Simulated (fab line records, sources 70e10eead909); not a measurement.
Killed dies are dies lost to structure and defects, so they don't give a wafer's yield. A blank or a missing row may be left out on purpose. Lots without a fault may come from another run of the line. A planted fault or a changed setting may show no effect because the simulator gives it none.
fab line records | flow nand_harc
record lots=24 wafers=72 last_day=24
route steps=1159 shown A_CHANNEL_HOLE_D1@484 A_CHANNEL_FILL_D1@495
lots that met no fault: from a run of the same line without faults
start_h: hours from the record's first day to the start of the lot's first wafer shown | wait_h: hours since the lot's step before | " the same as in the row above | L1.1+2: a row that stands for several wafers | - no value, or no start given | * or withheld: withheld | < > ~ a bound
route shown NAME@n: a module of which the file shows steps, and the number in the route of the first | usual: mean/standard deviation of fault-free wafers | same: alike in all rows | chamber/n: place in a boat | sites: the reading at each site | _std_site: their standard deviation | _edge_site: outer sites' mean less inner sites' | radius_mm: how far each site lies from the wafer's centre | mask NAME#n: copy n | behind: the tool/chamber that last shaped the wafer | hold: why the lot was held/for how many hours/how that ended | device: the transistor (n, p or np) that didn't switch | end of line: the same wafers' tests at the end of the route | a step without rows: its recipe alone | killed: dies lost to structure and defects at the first sort, not the wafer's yield | map: a wafer's dies, x killed, . not, _ none there
set.NAME: the setting as run; set.NAME@STEP: as run at that earlier step | model.NAME: the simulator's own value behind a step, which no gauge read
steps of the route over a sample of lots; a table a step, a row a wafer
services: from which hour (start_h, from the record's first day; less than 0 if before it) a tool's chamber was out of use, for how many hours, and why
## steps
# step NHARC_A_CHANNEL_HOLE_D1_STRIP_27
# recipe o2_flow_sccm=500 ar_flow_sccm=0 bias_w=0 chemistry=O2
# usual drypump_motor_current_A=5.9/0.38 mfc_ar_sccm=0.012/0.015 oes_product_au=1.001/0.0072 rf_vpp_V=57.8/0.93 showerhead_plenum_p_Torr=3.52/0.13 throttle_valve_pct=17.035/0.0092
# columns lot.wafer tool chamber start_h wait_h drypump_motor_current_A mfc_ar_sccm oes_product_au rf_hours_counter_h rf_vpp_V showerhead_plenum_p_Torr throttle_valve_pct
L075.1 rie_diel-11 3 - - 5.9 0.025 0.992 10 58.0 3.35 17.047
L075.2 " 0 " " 5.9 0 0.997 10 57.1 3.54 17.040
L075.5 " 0 " " 5.9 0 0.996 - 58.3 3.54 17.023
L074.4 rie_diel-11 0 - - 5.9 0 1.005 10 57.7 3.54 17.051
L074.1 " 1 " " 6.6 0.009 0.997 11 56.4 3.36 17.021
L074.6 " 0 " " 5.9 0 1.001 - 57.4 3.54 17.034
L077.1 rie_diel-09 3 - - 5.6 0 0.994 8 58.2 3.56 17.035
L077.2 " 2 " " 5.2 0.035 0.998 8 58.9 3.55 17.038
L077.6 " 1 " " 5.7 0 0.997 - 58.3 3.72 17.048
L076.1 rie_diel-04 3 - - 5.7 0 1.000 6 58.7 3.61 17.035
L076.4 " 1 " " 5.4 0 1.002 6 57.1 3.46 17.036
L076.6 " 3 " " 5.7 0 1.001 - 58.6 3.61 17.029
L078.3 rie_diel-11 0 - - 5.9 0 0.989 0 57.5 3.54 17.055
L078.1 " 1 " " 6.6 0.009 0.993 0 58.2 3.36 17.027
L078.2 " 2 " " 5.7 0 1.005 0 59.4 3.72 17.028
L079.4 rie_diel-11 1 - - 6.6 0.009 0.990 0 56.7 3.36 17.019
L079.2 " 2 " " 5.7 0 1.005 0 58.1 3.72 17.029
L079.6 " 0 " " 5.9 0 0.995 - 57.4 3.54 17.030
L080.4 rie_diel-04 1 - - 5.4 0 1.006 8 58.2 3.46 17.034
L080.3 " 2 " " 6.3 0.040 1.007 8 55.7 3.63 17.040
L080.5 " 0 " " 5.7 0.035 0.994 - 57.2 3.51 17.031
L081.1 rie_diel-09 1 - - 5.7 0 0.999 10 58.1 3.72 17.022
L081.2 " 2 " " 5.2 0.035 1.002 9 59.0 3.55 17.046
L081.6 " 2 " " 5.2 0.035 0.997 - 58.0 3.55 17.032
L082.1 rie_diel-11 0 - - 5.9 0 1.009 2 56.9 3.53 17.045
L082.6 " 3 " " 5.9 0.025 1.015 - 56.7 3.35 17.036
L082.5 " 0 " " 5.9 0 1.005 - 57.6 3.53 17.027
L083.1 rie_diel-04 3 - - 5.7 0 0.989 9 58.6 3.61 17.038
L083.3 " 1 " " 5.4 0 0.997 9 59.3 3.46 17.042
L083.5 " 3 " " 5.7 0 0.996 - 59.8 3.61 17.022
L084.3 rie_diel-11 3 - - 5.9 0.025 1.014 2 56.7 3.35 17.043
L084.6 " 0 " " 5.9 0 1.011 - 56.2 3.53 17.031
L084.5 " 1 " " 6.6 0.009 0.997 - 56.2 3.36 17.031
L087.4 rie_diel-11 3 - - 5.9 0.025 1.008 3 56.9 3.35 17.029
L087.2 " 1 " " 6.6 0.009 0.994 3 58.5 3.36 17.038
L087.1 " 2 " " 5.7 0 1.001 3 58.9 3.72 17.039
L085.1 rie_diel-04 2 - - 6.2 0.040 1.000 11 58.7 3.63 17.042
L085.3 " 0 " " 5.6 0.035 0.997 12 58.0 3.51 17.021
L085.5 " 1 " " 5.4 0 1.002 - 56.6 3.45 17.043
L086.2 rie_diel-04 2 - - 6.3 0.040 0.996 12 58.2 3.63 17.021
L086.1 " 3 " " 5.6 0 1.001 12 57.7 3.61 17.042
L086.4 " 1 " " 5.4 0 0.996 12 57.8 3.45 17.027
L089.3 rie_diel-11 3 - - 5.9 0.025 1.005 4 56.2 3.35 17.040
L089.4 " 0 " " 5.9 0 1.009 4 57.8 3.53 17.035
L089.5 " 1 " " 6.6 0.009 1.005 - 58.0 3.36 17.031
L088.1 rie_diel-09 1 - - 5.7 0 0.995 1 59.7 3.72 17.038
L088.3 " 2 " " 5.2 0.035 0.996 1 56.6 3.55 17.031
L088.4 " 1 " " 5.7 0 0.990 - 58.5 3.72 17.019
L091.2 rie_diel-04 0 - - 5.6 0.035 1.001 14 58.4 3.51 17.030
L091.3 " 2 " " 6.3 0.040 1.004 14 58.3 3.63 17.039
L091.1 " 3 " " 5.7 0 0.993 13 56.5 3.61 17.031
L090.4 rie_diel-11 1 - - 6.6 0.009 0.984 4 57.9 3.36 17.021
L090.1 " 2 " " 5.7 0 0.998 4 57.5 3.72 17.037
L090.3 " 3 " " 5.9 0.025 0.997 5 57.5 3.35 17.056
L092.4 rie_diel-11 2 - - 5.7 0 1.009 5 57.6 3.72 17.038
L092.1 " 0 " " 5.9 0 1.018 6 58.8 3.53 17.040
L092.5 " 1 " " 6.6 0.009 0.989 - 56.8 3.36 17.042
L093.4 rie_diel-04 0 - - 5.6 0.035 0.998 0 58.1 3.51 17.030
L093.2 " 3 " " 5.7 0 1.005 0 56.9 3.61 17.040
L093.6 " 1 " " 5.4 0 1.001 - 58.0 3.45 17.044
L094.4 rie_diel-04 2 - - 6.3 0.040 1.012 0 58.1 3.63 17.039
L094.3 " 3 " " 5.7 0 0.995 0 56.2 3.61 17.020
L094.6 " 2 " " 6.2 0.040 1.004 - 57.3 3.63 17.050
L096.4 rie_diel-11 2 - - 5.7 0 1.001 7 58.0 3.72 17.041
L096.1 " 3 " " 5.9 0.025 1.004 7 58.2 3.35 17.015
L096.3 " 1 " " 6.7 0.009 0.997 6 58.2 3.36 17.051
L095.2 rie_diel-11 1 - - 6.6 0.009 0.991 6 55.8 3.36 17.028
L095.1 " 2 " " 5.7 0 1.003 7 59.1 3.71 17.033
L095.3 " 0 " " 5.9 0 0.994 7 57.7 3.53 17.048
L097.1 rie_diel-11 0 - - 5.9 0 1.009 8 58.0 3.53 17.043
L097.4 " 2 " " 5.7 0 1.008 8 57.5 3.71 17.043
L097.5 " 1 " " 6.6 0.009 0.998 - 58.2 3.36 17.037
# step NHARC_A_CHANNEL_HOLE_D1_XSEM_31
# recipe landing_energy_ev=35000
# usual bot_cd_nm=74.5/1.1 bow_nm=8.56/0.25 tilt_deg=0.06/0.045
# columns lot.wafer tool chamber start_h wait_h bot_cd_nm bow_nm tilt_deg
L075.1 xsem-01 0 185.58 0.1 74.9 8.61 0.02
L075.2 " 0 " " 75.1 8.47 0.02
L075.5 " 0 " " 76.3 8.61 0.02
L074.1 xsem-01 0 189.73 0.1 74.9 8.48 0.06
L074.4 " 0 " " 75.5 8.35 0.06
L074.6 " 0 " " 76.3 8.46 0.06
L076.1 xsem-02 0 197.36 0.1 75.1 8.34 0.02
L076.4 " 0 " " 74.5 8.33 0.02
L076.6 " 0 " " 73.9 8.28 0.02
L077.1 xsem-01 0 197.38 0.1 73.9 8.34 0.06
L077.2 " 0 " " 74.0 8.23 0.05
L077.6 " 0 " " 73.5 8.26 0.06
L078.1 xsem-02 0 201.39 0.1 75.2 8.73 -0.03
L078.2 " 0 " " 74.1 8.68 -0.03
L078.3 " 0 " " 75.9 8.77 -0.03
L079.2 xsem-01 0 205.93 0.1 73.5 8.73 0.04
L079.4 " 0 " " 74.0 8.81 0.04
L079.6 " 0 " " 72.8 8.80 0.04
L080.3 xsem-02 0 221.67 0.1 75.0 8.99 0.10
L080.4 " 0 " " 75.8 8.97 0.10
L080.5 " 0 " " 75.1 8.97 0.10
L081.1 xsem-01 0 221.92 0.1 73.2 8.24 0.07
L081.2 " 0 " " 73.2 8.24 0.07
L081.6 " 0 " " 73.6 8.22 0.07
L082.1 xsem-02 0 231.48 0.1 73.7 8.30 0.01
L082.5 " 0 " " 74.9 8.39 0.01
L082.6 " 0 " " 74.0 8.37 0.01
L083.1 xsem-01 0 231.61 0.1 73.2 8.89 0.07
L083.3 " 0 " " 74.7 8.90 0.08
L083.5 " 0 " " 72.8 8.75 0.07
L084.3 xsem-02 0 235.69 0.1 75.3 8.15 0.05
L084.5 " 0 " " 73.3 8.10 0.05
L084.6 " 0 " " 74.0 8.11 0.05
L087.1 xsem-01 0 256.89 0.1 74.6 8.53 0.03
L087.2 " 0 " " 76.1 8.53 0.03
L087.4 " 0 " " 74.3 8.53 0.03
L085.1 xsem-02 0 257.06 0.1 74.9 8.53 0.07
L085.3 " 0 " " 72.9 8.47 0.07
L085.5 " 0 " " 73.9 8.58 0.07
L086.1 xsem-01 0 261.03 0.1 72.7 8.63 0.02
L086.2 " 0 " " 75.0 8.62 0.02
L086.4 " 0 " " 73.5 8.61 0.02
L089.3 xsem-02 0 270.88 0.1 72.9 8.45 0.18
L089.4 " 0 " " 73.7 8.41 0.18
L089.5 " 0 " " 73.6 8.40 0.18
L088.1 xsem-01 0 272.00 0.1 75.9 9.09 0.02
L088.3 " 0 " " 75.4 9.15 0.02
L088.4 " 0 " " 76.2 9.15 0.02
L091.1 xsem-02 0 276.94 0.1 77.0 8.37 0.08
L091.2 " 0 " " 73.5 8.37 0.08
L091.3 " 0 " " 72.9 8.35 0.08
L090.1 xsem-01 0 277.25 0.1 75.1 8.63 0.02
L090.3 " 0 " " 75.6 8.65 0.02
L090.4 " 0 " " 75.8 8.74 0.02
L092.1 xsem-02 0 288.16 0.1 73.8 8.82 0.02
L092.4 " 0 " " 73.5 8.76 0.02
L092.5 " 0 " " 74.5 8.84 0.02
L093.2 xsem-01 0 299.82 0.1 74.6 8.71 0.04
L093.4 " 0 " " 74.6 8.64 0.04
L093.6 " 0 " " 72.9 8.64 0.05
L094.3 xsem-01 0 303.48 0.1 73.5 8.50 0.17
L094.4 " 0 " " 75.7 8.62 0.17
L094.6 " 0 " " 74.3 8.62 0.17
L096.1 xsem-01 0 307.73 0.1 76.3 8.74 0.06
L096.3 " 0 " " 73.6 8.73 0.06
L096.4 " 0 " " 74.6 8.70 0.06
L095.1 xsem-01 0 309.47 0.1 76.0 8.25 0.07
L095.2 " 0 " " 75.8 8.18 0.07
L095.3 " 0 " " 75.3 8.18 0.07
L097.1 xsem-02 0 319.32 0.1 74.7 8.50 0.06
L097.4 " 0 " " 75.3 8.52 0.06
L097.5 " 0 " " 75.0 8.55 0.06
# step NHARC_A_CHANNEL_FILL_D1_ALD_15
# recipe target_thk_a=20 pulse_time_s=60 ald_cycles=19 temp_c=630 pressure_torr=2 material=SiNx
# usual precursor_pulse_height_rel=0.999/0.018
# columns lot.wafer tool chamber start_h wait_h precursor_pulse_height_rel
L075.1 ald_sin_batch-02 0 - - 0.978
L075.2 " 0 " " 1.015
L075.5 " 0 " " 0.971
L074.1 ald_sin_batch-01 0 - - 0.988
L074.4 " 0 " " 0.985
L074.6 " 0 " " 1.035
L076.1 ald_sin_batch-02 0 - - 0.979
L076.4 " 0 " " 0.979
L076.6 " 0 " " 0.989
L077.1 ald_sin_batch-02 0 - - 1.012
L077.2 " 0 " " 0.992
L077.6 " 0 " " 0.997
L078.1 ald_sin_batch-02 0 - - 1.026
L078.2 " 0 " " 1.043
L078.3 " 0 " " 1.007
L079.2 ald_sin_batch-02 0 - - 0.958
L079.4 " 0 " " 1.010
L079.6 " 0 " " 0.989
L080.3 ald_sin_batch-01 0 - - 1.031
L080.4 " 0 " " 1.000
L080.5 " 0 " " 0.976
L081.1 ald_sin_batch-01 0 - - 1.007
L081.2 " 0 " " 1.011
L081.6 " 0 " " 1.006
L082.1 ald_sin_batch-02 0 - - 1.016
L082.5 " 0 " " 0.999
L082.6 " 0 " " 1.026
L083.1 ald_sin_batch-02 0 - - 1.021
L083.3 " 0 " " 0.996
L083.5 " 0 " " 1.007
L084.3 ald_sin_batch-03 0 - - 0.991
L084.5 " 0 " " 0.996
L084.6 " 0 " " 0.999
L085.1 ald_sin_batch-02 0 - - 1.031
L085.3 " 0 " " 0.980
L085.5 " 0 " " 1.050
L087.1 ald_sin_batch-02 0 - - 0.986
L087.2 " 0 " " 1.003
L087.4 " 0 " " 0.988
L086.1 ald_sin_batch-03 0 - - 0.993
L086.2 " 0 " " 1.018
L086.4 " 0 " " 0.977
L088.1 ald_sin_batch-03 0 - - 1.006
L088.3 " 0 " " 0.986
L088.4 " 0 " " 1.027
L089.3 ald_sin_batch-03 0 - - 0.977
L089.4 " 0 " " 1.008
L089.5 " 0 " " 1.019
L090.1 ald_sin_batch-01 0 - - 0.993
L090.3 " 0 " " 1.003
L090.4 " 0 " " 0.968
L091.1 ald_sin_batch-01 0 - - 1.007
L091.2 " 0 " " 0.983
L091.3 " 0 " " 0.994
L092.1 ald_sin_batch-03 0 - - 1.011
L092.4 " 0 " " 1.003
L092.5 " 0 " " 1.005
L093.2 ald_sin_batch-02 0 - - 0.989
L093.4 " 0 " " 0.999
L093.6 " 0 " " 0.990
L094.3 ald_sin_batch-02 0 - - 0.973
L094.4 " 0 " " 1.005
L094.6 " 0 " " 0.985
L095.1 ald_sin_batch-01 0 - - 1.023
L095.2 " 0 " " 0.995
L095.3 " 0 " " 1.002
L096.1 ald_sin_batch-01 0 - - 1.001
L096.3 " 0 " " 1.004
L096.4 " 0 " " 0.951
L097.1 ald_sin_batch-02 0 - - 0.962
L097.4 " 0 " " 1.009
L097.5 " 0 " " 0.996
# step NHARC_A_CHANNEL_FILL_D1_ALD_16
# recipe target_thk_a=15 pulse_time_s=10 ald_cycles=15 temp_c=300 material=SiO2
# usual heater_power_w=463/51 precursor_pulse_height_rel=1.002/0.02
# columns lot.wafer tool chamber start_h wait_h heater_power_w precursor_pulse_height_rel
L075.1 ald_hk-03 0 199.57 1.5 396 1.015
L075.2 " 2 " " 442 0.991
L075.5 " 1 " " 412 1.012
L074.4 ald_hk-03 1 204.54 0.1 413 0.981
L074.1 " 2 " " 436 0.986
L074.6 " 0 " " 387 1.019
L076.4 ald_hk-02 0 211.85 0.0 562 0.968
L076.1 " 1 " " 451 0.966
L076.6 " 0 " " 555 1.013
L077.2 ald_hk-02 2 212.02 0.2 517 1.000
L077.1 " 1 " " 462 1.021
L077.6 " 3 " " 391 1.010
L078.2 ald_hk-02 2 212.20 0.4 518 1.021
L078.3 " 3 " " 392 0.993
L078.1 " 0 " " 556 0.968
L079.2 ald_hk-02 3 218.46 0.1 380 1.001
L079.4 " 1 " " 455 0.962
L079.6 " 3 " " 395 1.014
L081.2 ald_hk-02 2 234.05 0.0 490 1.041
L081.1 " 0 " " 555 1.015
L081.6 " 2 " " 511 1.016
L080.3 ald_hk-03 3 234.05 0.0 504 0.988
L080.4 " 2 " " 444 0.989
L080.5 " 0 " " 390 1.007
L083.1 ald_hk-02 1 244.78 0.1 464 1.016
L083.3 " 3 " " 395 0.973
L083.5 " 1 " " 466 1.000
L082.1 ald_hk-01 3 244.81 0.1 498 0.991
L082.6 " 2 " " 440 1.021
L082.5 " 3 " " 501 1.026
L084.3 ald_hk-03 0 251.37 0.1 384 0.974
L084.6 " 3 " " 494 1.032
L084.5 " 0 " " 381 0.997
L085.1 ald_hk-01 1 272.42 2.5 542 1.002
L085.3 " 2 " " 432 1.027
L085.5 " 1 " " 529 0.983
L087.2 ald_hk-01 1 272.61 2.7 535 1.020
L087.1 " 2 " " 440 1.036
L087.4 " 3 " " 481 1.021
L086.1 ald_hk-01 1 274.43 0.0 541 0.990
L086.2 " 2 " " 430 1.023
L086.4 " 3 " " 490 0.969
L088.3 ald_hk-01 0 284.93 0.0 443 0.982
L088.4 " 2 " " 430 1.022
L088.1 " 3 " " 500 1.005
L089.4 ald_hk-03 1 284.95 0.1 417 1.005
L089.3 " 3 " " 507 1.006
L089.5 " 1 " " 430 1.009
L090.3 ald_hk-03 2 289.45 0.1 437 1.018
L090.1 " 3 " " 513 1.020
L090.4 " 0 " " 395 1.037
L091.3 ald_hk-03 1 289.59 0.2 425 1.001
L091.1 " 2 " " 435 1.012
L091.2 " 0 " " 397 0.983
L092.1 ald_hk-02 1 301.69 1.1 443 1.016
L092.4 " 0 " " 533 0.995
L092.5 " 1 " " 469 1.031
L093.4 ald_hk-01 0 316.88 3.1 447 1.018
L093.2 " 1 " " 533 0.996
L093.6 " 1 " " 544 1.020
L094.4 ald_hk-02 0 317.01 3.3 527 0.985
L094.3 " 2 " " 481 1.004
L094.6 " 3 " " 410 0.959
L096.4 ald_hk-03 1 322.22 0.0 436 0.974
L096.1 " 3 " " 498 1.011
L096.3 " 0 " " 399 0.988
L095.2 ald_hk-03 2 322.39 0.2 448 1.007
L095.3 " 3 " " 511 0.995
L095.1 " 0 " " 384 1.020
L097.4 ald_hk-02 3 333.15 1.4 414 0.961
L097.1 " 2 " " 491 0.984
L097.5 " 3 " " 410 0.986
# step NHARC_A_CHANNEL_FILL_D1_ETCHBACK_08
# recipe target_depth_a=2200 time_s=110 c4f8_flow_sccm=20 ar_flow_sccm=withheld rf_w=600 bias_w=300 chemistry=C4F8
# usual oes_product_au=0.96/0.038 rf_fwd_power_W=595.9/1.9 rf_vpp_V=440.3/3
# columns lot.wafer tool chamber start_h wait_h oes_product_au rf_fwd_power_W rf_hours_counter_h rf_vpp_V
L075.1 rie_diel-13 0 - - 1.01 594.7 3 439.0
L075.2 " 1 " " 1.00 595.2 3 437.1
L075.5 " 1 " " 1.01 594.5 - 437.8
L074.1 rie_diel-13 1 - - 0.92 593.6 3 436.7
L074.4 " 0 " " 0.93 596.8 3 439.7
L074.6 " 1 " " 0.91 594.0 - 437.8
L078.2 rie_diel-08 2 - - 0.93 595.7 4 443.6
L078.1 " 3 " " 0.94 595.5 5 443.7
L078.3 " 1 " " 0.92 597.9 5 434.8
L076.1 rie_diel-13 3 - - 0.99 593.4 3 441.8
L076.4 " 2 " " 1.00 593.3 3 437.4
L076.6 " 0 " " 1.01 597.8 - 439.2
L077.1 rie_diel-08 1 - - 0.93 596.5 5 437.4
L077.2 " 2 " " 0.92 592.4 5 443.8
L077.6 " 0 " " 0.92 596.3 - 440.8
L079.2 rie_diel-13 2 - - 0.93 594.0 3 437.9
L079.4 " 3 " " 0.93 596.7 3 442.7
L079.6 " 0 " " 0.93 598.6 - 439.6
L081.2 rie_diel-08 0 - - 0.92 597.3 6 440.6
L081.1 " 1 " " 0.92 596.5 6 436.9
L081.6 " 3 " " 0.92 598.0 - 445.8
L080.4 rie_diel-13 2 - - 0.93 594.2 4 435.6
L080.3 " 3 " " 0.92 595.8 4 443.6
L080.5 " 1 " " 0.93 596.5 - 437.3
L082.1 rie_diel-08 2 - - 0.94 595.3 6 444.7
L082.6 " 2 " " 0.92 597.4 - 443.3
L082.5 " 0 " " 0.91 596.8 - 439.5
L083.3 rie_diel-01 2 - - 0.92 592.8 30 444.0
L083.1 " 3 " " 0.92 596.3 19 437.7
L083.5 " 0 " " 0.93 595.5 - 441.4
L084.3 rie_diel-08 3 - - 0.94 600.7 7 443.4
L084.5 " 1 " " 0.92 597.1 - 436.8
L084.6 " 2 " " 0.93 594.8 - 443.8
L087.2 rie_diel-13 2 - - 1.01 595.7 0 438.4
L087.1 " 0 " " 1.00 599.5 0 439.8
L087.4 " 2 " " 1.02 596.0 - 436.4
L086.4 rie_diel-01 3 - - 0.93 597.3 26 436.9
L086.2 " 1 " " 0.93 598.2 35 443.9
L086.1 " 2 " " 0.93 596.4 36 443.6
L085.1 rie_diel-01 2 - - 0.92 594.9 36 443.6
L085.3 " 3 " " 0.92 597.0 26 437.1
L085.5 " 1 " " 0.93 595.9 - 443.5
L088.4 rie_diel-08 2 - - 1.01 592.4 0 443.0
L088.3 " 3 " " 1.00 596.7 0 443.2
L088.1 " 1 " " 0.99 593.4 0 437.9
L091.1 rie_diel-13 2 - - 0.92 594.1 0 438.4
L091.2 " 0 " " 0.93 595.3 1 440.9
L091.3 " 1 " " 0.91 598.1 1 438.2
L089.3 rie_diel-08 0 - - 0.99 596.3 0 440.7
L089.4 " 3 " " 1.00 595.4 0 444.8
L089.5 " 0 " " 0.99 596.7 - 439.6
L090.4 rie_diel-13 1 - - 0.99 596.1 1 437.9
L090.1 " 2 " " 0.99 592.8 1 438.2
L090.3 " 0 " " 0.99 599.6 1 439.4
L092.1 rie_diel-13 1 - - 0.96 598.0 1 437.3
L092.4 " 2 " " 0.97 591.2 1 435.9
L092.5 " 1 " " 0.97 593.3 - 436.9
L095.3 rie_diel-08 2 - - 1.00 597.1 2 444.3
L095.2 " 3 " " 1.01 595.4 2 443.4
L095.1 " 0 " " 1.00 594.4 2 440.2
L093.4 rie_diel-13 0 - - 1.01 596.1 1 440.0
L093.2 " 1 " " 1.00 593.7 1 437.0
L093.6 " 0 " " 1.01 594.6 - 438.7
L096.1 rie_diel-08 3 - - 1.00 596.3 2 443.3
L096.4 " 1 " " 0.99 591.3 2 435.2
L096.3 " 2 " " 1.00 596.4 2 443.9
L094.4 rie_diel-01 3 - - 1.00 596.0 4 437.2
L094.3 " 0 " " 1.01 599.3 4 443.2
L094.6 " 3 " " 1.01 594.9 - 436.7
L097.4 rie_diel-13 1 - - 0.92 599.1 2 437.8
L097.1 " 3 " " 0.92 594.4 2 441.4
L097.5 " 0 " " 0.93 595.6 - 440.3
# step NHARC_A_CHANNEL_FILL_D1_STRIP_29
# recipe time_s=20 o2_flow_sccm=500 ar_flow_sccm=0 bias_w=0 chemistry=O2
# usual drypump_motor_current_A=5.6/0.55 mfc_ar_sccm=0.005/0.0066 oes_product_au=0.998/0.0069 rf_vpp_V=57.6/0.93 showerhead_plenum_p_Torr=3.51/0.16 throttle_valve_pct=17.037/0.011
# columns lot.wafer tool chamber start_h wait_h drypump_motor_current_A mfc_ar_sccm oes_product_au rf_hours_counter_h rf_vpp_V showerhead_plenum_p_Torr throttle_valve_pct
L075.2 rie_diel-13 1 - - 5.1 0.006 0.999 3 55.7 3.35 17.046
L075.1 " 2 " " 5.1 0.017 1.002 3 58.1 3.35 17.029
L075.5 " 0 " " 4.6 0 0.991 - 57.7 3.46 17.034
L074.4 rie_diel-13 0 - - 4.6 0 0.999 3 55.8 3.46 17.012
L074.1 " 3 " " 5.7 0.013 0.994 3 59.0 3.60 17.033
L074.6 " 0 " " 4.6 0 0.999 - 56.9 3.46 17.043
L078.2 rie_diel-08 1 - - 5.8 0 0.997 5 55.8 3.31 17.034
L078.3 " 3 " " 5.7 0 1.002 5 57.7 3.73 17.046
L078.1 " 0 " " 6.5 0 0.990 5 57.8 3.53 17.015
L076.4 rie_diel-13 2 - - 5.1 0.017 0.990 3 57.7 3.35 17.044
L076.1 " 3 " " 5.7 0.013 0.999 3 58.9 3.60 17.031
L076.6 " 1 " " 5.1 0.006 0.999 - 58.0 3.35 17.025
L077.2 rie_diel-08 1 - - 5.8 0 1.000 5 58.3 3.31 17.035
L077.1 " 0 " " 6.5 0 0.994 5 56.9 3.53 17.039
L077.6 " 1 " " 5.8 0 0.997 - 56.7 3.31 17.038
L079.4 rie_diel-13 2 - - 5.1 0.017 1.002 3 57.6 3.35 17.014
L079.2 " 1 " " 5.1 0.006 1.004 4 56.2 3.35 17.028
L079.6 " 3 " " 5.7 0.013 0.999 - 57.7 3.60 17.063
L081.1 rie_diel-08 3 - - 5.7 0 1.011 6 58.8 3.73 17.022
L081.2 " 1 " " 5.8 0 0.992 6 58.0 3.31 17.049
L081.6 " 3 " " 5.7 0 1.009 - 58.0 3.73 17.030
L080.3 rie_diel-13 1 - - 5.1 0.006 1.002 4 58.5 3.35 17.029
L080.4 " 2 " " 5.1 0.017 0.996 4 57.5 3.35 17.041
L080.5 " 3 " " 5.7 0.013 0.985 - 58.3 3.60 17.031
L082.1 rie_diel-08 1 276.22 0.1 5.8 0 0.989 7 58.0 3.31 17.013
L082.5 " 1 " " 5.8 0 0.994 - 56.8 3.31 17.026
L082.6 " 0 " " 6.5 0 0.997 - 57.6 3.53 17.048
L083.1 rie_diel-01 1 - - 5.9 0 1.000 29 57.8 3.68 17.043
L083.3 " 3 " " 5.7 0 1.000 19 55.5 3.28 17.042
L083.5 " 1 " " 5.9 0 1.009 - 57.7 3.68 17.037
L084.3 rie_diel-08 0 - - 6.5 0 0.990 6 58.1 3.53 17.044
L084.6 " 3 " " 5.7 0 1.006 - 59.6 3.73 17.044
L084.5 " 0 " " 6.5 0 1.002 - 57.4 3.53 17.042
L087.1 rie_diel-13 2 303.71 0.1 5.1 0.017 1.004 0 57.8 3.35 17.044
L087.2 " 0 " " 4.6 0 0.997 0 58.9 3.46 17.027
L087.4 " 3 " " 5.7 0.013 0.996 - 58.1 3.60 17.012
L086.1 rie_diel-01 2 - - 5.7 0 0.998 36 57.1 3.69 17.041
L086.4 " 3 " " 5.7 0 1.002 26 57.8 3.28 17.030
L086.2 " 1 " " 5.9 0 0.999 35 58.9 3.68 17.071
L085.1 rie_diel-01 3 - - 5.7 0 1.001 26 56.6 3.28 17.045
L085.3 " 0 " " 6.2 0.016 0.992 32 58.4 3.60 17.053
L085.5 " 1 " " 5.9 0 0.995 - 59.0 3.68 17.039
L088.4 rie_diel-08 1 - - 5.8 0 1.000 0 56.3 3.31 17.039
L088.3 " 2 " " 6.2 0 0.999 0 57.6 3.70 17.035
L088.1 " 0 " " 6.5 0 0.998 0 57.4 3.53 17.026
L091.3 rie_diel-13 1 - - 5.1 0.006 0.997 1 58.5 3.35 17.036
L091.1 " 3 " " 5.7 0.013 0.997 1 57.2 3.60 17.028
L091.2 " 0 " " 4.6 0 1.000 1 56.7 3.46 17.040
L089.4 rie_diel-08 0 - - 6.5 0 0.998 0 59.0 3.53 17.053
L089.3 " 2 " " 6.2 0 1.010 0 59.3 3.70 17.039
L089.5 " 0 " " 6.5 0 1.009 - 57.3 3.53 17.038
L090.4 rie_diel-13 1 - - 5.1 0.006 0.999 1 56.5 3.35 17.045
L090.1 " 2 " " 5.1 0.017 1.003 1 57.0 3.35 17.041
L090.3 " 0 " " 4.6 0 0.997 1 56.4 3.46 17.040
L092.1 rie_diel-13 1 - - 5.1 0.006 0.991 1 55.9 3.35 17.027
L092.4 " 2 " " 5.1 0.017 0.980 1 58.4 3.35 17.036
L092.5 " 0 " " 4.6 0 0.994 - 58.3 3.46 17.031
L095.3 rie_diel-08 2 - - 6.2 0 0.999 2 58.3 3.70 17.046
L095.1 " 3 " " 5.7 0 1.001 2 57.8 3.73 17.033
L095.2 " 0 " " 6.5 0 0.995 2 56.3 3.53 17.023
L093.2 rie_diel-13 2 - - 5.1 0.017 0.995 2 57.7 3.35 17.051
L093.4 " 3 " " 5.7 0.013 0.992 1 57.9 3.60 17.043
L093.6 " 2 " " 5.1 0.017 0.997 - 56.9 3.35 17.042
L096.3 rie_diel-08 2 - - 6.2 0 1.002 2 57.4 3.70 17.024
L096.1 " 3 " " 5.7 0 0.998 2 57.2 3.73 17.061
L096.4 " 0 " " 6.5 0 1.000 2 57.8 3.53 17.043
L094.4 rie_diel-01 3 - - 5.7 0 1.010 4 57.4 3.28 17.037
L094.3 " 0 " " 6.2 0.016 0.999 5 58.8 3.59 17.009
L094.6 " 2 " " 5.7 0 0.974 - 58.4 3.68 17.036
L097.4 rie_diel-13 3 - - 5.7 0.013 0.983 2 58.0 3.60 17.034
L097.1 " 1 " " 5.1 0.006 0.984 2 57.7 3.35 17.044
L097.5 " 3 " " 5.7 0.013 0.990 - 59.0 3.60 17.041
## services
# columns tool chamber start_h hours kind
rie_diel-11 - 189.50 9.0 pm
rie_diel-08 2 204.65 9.6 repair
ald_sin_batch-03 - 207.24 26.8 repair
rie_diel-11 1 211.50 4.6 repair
rie_diel-08 0 212.16 3.6 repair
ald_hk-01 - 231.67 10.0 pm
rie_diel-01 0 235.40 6.1 repair
rie_diel-08 1 236.58 2.9 repair
rie_diel-04 1 240.22 2.9 repair
rie_diel-01 3 265.08 3.8 repair
rie_diel-08 3 274.85 5.2 repair
rie_diel-01 3 275.74 1.4 repair
rie_diel-13 - 276.00 9.0 pm
ald_hk-02 - 281.63 10.0 pm
rie_diel-04 - 288.90 9.0 pm
rie_diel-08 2 300.10 15.0 repair
rie_diel-13 1 301.56 7.3 repair
rie_diel-08 - 301.85 9.0 pm
xsem-02 - 302.00 14.0 pm
rie_diel-04 0 310.28 3.1 repair
rie_diel-01 - 314.81 9.0 pm
ald_sin_batch-03 - 315.36 26.0 pm
ald_hk-03 - 327.15 10.0 pm
ald_sin_batch-01 - 362.03 2.7 repair
## key
fault none
